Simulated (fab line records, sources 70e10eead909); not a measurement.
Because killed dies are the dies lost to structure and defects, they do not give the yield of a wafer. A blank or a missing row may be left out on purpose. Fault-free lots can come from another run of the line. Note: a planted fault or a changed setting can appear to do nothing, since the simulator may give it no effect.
A struck lot beside a sound one	flow nand_harc	15 out of 1302 route steps
Sound: these wafers, L900.1, L900.3, L900.4. The struck wafers were L910.2, L910.5, L910.6. At the end, the cause is stated.
Each step with rows lists, per side, the tool, then ch with its chambers, then its first start. Under that, the readings that differ: sound wafers	struck wafers	difference of the means	sigmas: that difference in standard deviations of wafers without a fault.
alike: same words and numbers on both sides, and readings whose means sit less than 2 such deviations apart. not compared: any withheld reading, any reading some wafer has no value for, any bound like >300 that may hide the same value, and any number with overlapping values for which the record gives no deviation.
The two part at a step that has a row with sigmas, a row that says differs or no value, or rows on one side only. When numbers do not overlap yet have no deviation, they are printed without sigmas and do not part them. A reading that every wafer of one side lacks parts them only if that side has two wafers or more.

first, 1 step without rows for these wafers: NHARC_A_ONON_D1_DEP_06 (target thk 1000 nm).
NHARC_A_ONON_D1_THK_MEAS_08: measures by ellipsometry.
  sound: film_metro-02 at day 8 07:45; struck: film_metro-02 at day 12 11:26
reading	sound	struck	difference	sigmas
thk_nm (nm)	989 991 989	1015 1015 1017	+26	+2
then, 1 step without rows for these wafers: NHARC_A_ONON_D1_DEP_09 (target thk 1000 nm).
NHARC_A_ONON_D1_THK_MEAS_11: measures by ellipsometry.
  sound: film_metro-01 at day 8 08:19; struck: film_metro-02 at day 12 12:01
  alike: thk_nm
then, 1 step without rows for these wafers: NHARC_A_ONON_D1_DEP_12 (target thk 1000 nm).
NHARC_A_ONON_D1_THK_MEAS_14: measures by ellipsometry.
  sound: film_metro-01 at day 8 08:53; struck: film_metro-02 at day 12 12:34
  alike: thk_nm
then, 2 steps without rows for these wafers: NHARC_A_ONON_D1_ANNEAL_15 (time 3600 s); NHARC_A_ONON_D1_DEP_16 (target thk 1000 nm).
NHARC_A_ONON_D1_THK_MEAS_18: measures by ellipsometry.
  sound: film_metro-01 at day 8 16:40; struck: film_metro-01 at day 12 20:22
  alike: thk_nm
then, 1 step without rows for these wafers: NHARC_A_ONON_D1_DEP_19 (target thk 1000 nm).
NHARC_A_ONON_D1_THK_MEAS_21: measures by ellipsometry.
  sound: film_metro-02 at day 8 17:13; struck: film_metro-01 at day 12 20:55
  alike: thk_nm
NHARC_A_ONON_D1_DEP_22: target thk 1000 nm.
  sound on pecvd_onon-04 ch 0, day 8 17:17; struck on pecvd_onon-02 ch 0, day 12 21:02
NHARC_A_ONON_D1_THK_MEAS_24: measures by ellipsometry.
  sound: film_metro-01 at day 8 17:47; struck: film_metro-02 at day 12 21:29
reading	sound	struck	difference	sigmas
thk_nm (nm)	990 989 993	1478 1479 1480	+488	+44
then, 1 step without rows for these wafers: NHARC_A_ONON_D1_DEP_25 (target thk 1000 nm).
-- the record jumps here: 16 days lie between the struck wafers' starts before and after (it left off in module A_ONON_D1 and takes up again in module END, whose first step shown is number 1302 of the route) --
NHARC_END_SORT_01:
  here the record holds rows for the struck wafers (prober-01 ch 0, day 29 05:44) but none for the sound ones

WHERE THEY PART
At NHARC_A_ONON_D1_THK_MEAS_08 first; at NHARC_END_SORT_01 last (within this record only).

WHY: what had been put in by the simulator
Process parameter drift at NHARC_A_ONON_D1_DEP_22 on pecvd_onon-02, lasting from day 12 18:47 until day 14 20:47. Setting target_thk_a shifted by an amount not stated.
